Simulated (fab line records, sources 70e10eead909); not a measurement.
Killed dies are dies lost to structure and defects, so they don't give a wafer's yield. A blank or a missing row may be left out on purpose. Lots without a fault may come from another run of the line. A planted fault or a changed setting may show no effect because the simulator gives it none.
Which tool did it? | flow nand_harc | 14 lots, 42 wafers sampled, at 4 steps of a route of 1302

WHAT THE GAUGES READ, wafer by wafer
NHARC_P_CONTACT_CD_MEAS_12: target cd 90 nm. Usual: cd_nm 90.3 nm, standard deviation 0.64.
lot  | measured     | on        | cd_nm (nm)        | flag
L751 | day 5 17:41  | cd_sem-01 | 89.6 90.3 89.8    |
L752 | day 6 08:05  | cd_sem-02 | 90.3 90.2 89.3    |
L753 | day 6 13:03  | cd_sem-02 | 90.3 90.5 89.1    |
L756 | day 7 19:50  | cd_sem-02 | 89.3 90.9 89.6    |
L758 | day 8 16:54  | cd_sem-01 | 90.1 90.6 89.6    |
L761 | day 10 11:58 | cd_sem-02 | 90.0 90.4 89.2    |
L764 | day 12 01:22 | cd_sem-02 | 90.2 89.3 90.4    |
L765 | day 12 01:44 | cd_sem-02 | 90.6 89.9 89.8    |
L767 | day 12 11:50 | cd_sem-02 | 90.0 90.7 91.9    |
L768 | day 12 19:53 | cd_sem-03 | 89.9 90.6 90.6    |
L771 | day 14 06:32 | cd_sem-01 | 104.9 105.4 106.5 | OFF
L773 | day 15 03:35 | cd_sem-01 | 90.5 89.3 91.0    |
L772 | day 15 03:51 | cd_sem-02 | 110.4 110.4 109.6 | OFF
L774 | day 15 14:01 | cd_sem-02 | 90.1 90.0 90.1    |

WHICH TOOL RAN EACH LOT (tool, then ch and the chambers of the sampled wafers, then the start)
lot  | NHARC_P_GATE_DEGAS_109       | NHARC_P_GATE_RTA_82              | NHARC_P_CONTACT_PEB_10
L751 | pvd_sputter-03, day 5 14:51  | rtp_anneal-01 ch 0, day 5 15:37  | litho_track-06 ch 0, day 5 17:36
L752 | pvd_sputter-03, day 6 05:40  | rtp_anneal-01 ch 0, day 6 06:25  | litho_track-01 ch 0, day 6 08:01
L753 | pvd_sputter-02, day 6 10:37  | rtp_anneal-01 ch 0, day 6 11:22  | litho_track-01 ch 0, day 6 12:58
L756 | pvd_sputter-01, day 7 17:17  | rtp_anneal-01 ch 0, day 7 18:05  | litho_track-06 ch 0, day 7 19:46
L758 | pvd_sputter-01, day 8 14:28  | rtp_anneal-02 ch 0, day 8 15:13  | litho_track-04 ch 0, day 8 16:49
L761 | pvd_sputter-03, day 10 09:25 | rtp_anneal-01 ch 0, day 10 10:11 | litho_track-01 ch 0, day 10 11:53
L764 | pvd_sputter-01, day 11 22:47 | rtp_anneal-01 ch 0, day 11 23:32 | litho_track-06 ch 0, day 12 01:17
L765 | pvd_sputter-02, day 11 23:11 | rtp_anneal-02 ch 0, day 12 00:00 | litho_track-01 ch 0, day 12 01:39
L767 | pvd_sputter-02, day 12 09:16 | rtp_anneal-02 ch 0, day 12 10:05 | litho_track-06 ch 0, day 12 11:45
L768 | pvd_sputter-03, day 12 17:19 | rtp_anneal-02 ch 0, day 12 18:05 | litho_track-06 ch 0, day 12 19:49
L771 | pvd_sputter-03, day 14 03:40 | rtp_anneal-01 ch 0, day 14 04:40 | litho_track-06 ch 0, day 14 06:27
L773 | pvd_sputter-01, day 15 01:01 | rtp_anneal-01 ch 0, day 15 01:46 | litho_track-01 ch 0, day 15 03:30
L772 | pvd_sputter-03, day 15 01:12 | rtp_anneal-02 ch 0, day 15 02:00 | litho_track-06 ch 0, day 15 03:46
L774 | pvd_sputter-02, day 15 11:27 | rtp_anneal-01 ch 0, day 15 12:12 | litho_track-01 ch 0, day 15 13:56
- NHARC_P_GATE_DEGAS_109: time 60 s.
- NHARC_P_GATE_RTA_82: time 30 s.
- NHARC_P_CONTACT_PEB_10: peb time 65 s.

WHAT THE TOOLS THEMSELVES READ (means of the sampled wafers that have a number; where no wafer has one, the mark that the record gives instead)
NHARC_P_GATE_DEGAS_109. Usual: heater_power_w 456 W, standard deviation 28.
lot  | tool           | heater_power_w (W) | flag
L751 | pvd_sputter-03 | 446                |
L752 | pvd_sputter-03 | 463                |
L753 | pvd_sputter-02 | 484                |
L756 | pvd_sputter-01 | 438                |
L758 | pvd_sputter-01 | 447                |
L761 | pvd_sputter-03 | 454                |
L764 | pvd_sputter-01 | 461                |
L765 | pvd_sputter-02 | 492                |
L767 | pvd_sputter-02 | 450                |
L768 | pvd_sputter-03 | 439                |
L771 | pvd_sputter-03 | 447                |
L773 | pvd_sputter-01 | 479                |
L772 | pvd_sputter-03 | 443                |
L774 | pvd_sputter-02 | 482                |

NHARC_P_GATE_RTA_82. Usual: lamp_power_pct 3.77 %, standard deviation 0.23; wafer_temp_C_max 451.4, standard deviation 0.36.
lot  | tool          | lamp_power_pct (%) | wafer_temp_C_max | flag
L751 | rtp_anneal-01 | 3.56               | 451.6            |
L752 | rtp_anneal-01 | 3.56               | 451.3            |
L753 | rtp_anneal-01 | 3.56               | 451.1            |
L756 | rtp_anneal-01 | 3.56               | 451.3            |
L758 | rtp_anneal-02 | 4.01               | 451.4            |
L761 | rtp_anneal-01 | 3.56               | 451.3            |
L764 | rtp_anneal-01 | 3.56               | 451.2            |
L765 | rtp_anneal-02 | 4.01               | 452.0            |
L767 | rtp_anneal-02 | 4.01               | 450.9            |
L768 | rtp_anneal-02 | 4.01               | 451.8            |
L771 | rtp_anneal-01 | 3.56               | 451.1            |
L773 | rtp_anneal-01 | 3.56               | 451.3            |
L772 | rtp_anneal-02 | 4.01               | 451.6            |
L774 | rtp_anneal-01 | 3.56               | 451.5            |

THE ANSWER, worked out from the rows above alone
Rule: a lot is off if the mean of its wafers that have a number lies more than 3 standard deviations from the usual mean. A lot without any number at a reading at which 4 lots or more have one is off too. The other lots that the step has rows for count as sound. The gauges are gone through in route order, then the tools' own readings, and for those a lot's mean is taken as printed above. The first step at which some lot is off is used, and at that step the reading that is off furthest; a lot without a number counts as furthest.
Off: L771, L772, at NHARC_P_CONTACT_CD_MEAS_12 (cd_nm).
A tool fits if, at a process step before that reading, it ran every lot that is off, and no sound lot after the first of them. The gauges at NHARC_P_CONTACT_CD_MEAS_12 are tried like those tools. Can't be told from this: 2 tools fit, pvd_sputter-03 at NHARC_P_GATE_DEGAS_109, litho_track-06 at NHARC_P_CONTACT_PEB_10.

WHAT THE SIMULATOR HAD PUT IN
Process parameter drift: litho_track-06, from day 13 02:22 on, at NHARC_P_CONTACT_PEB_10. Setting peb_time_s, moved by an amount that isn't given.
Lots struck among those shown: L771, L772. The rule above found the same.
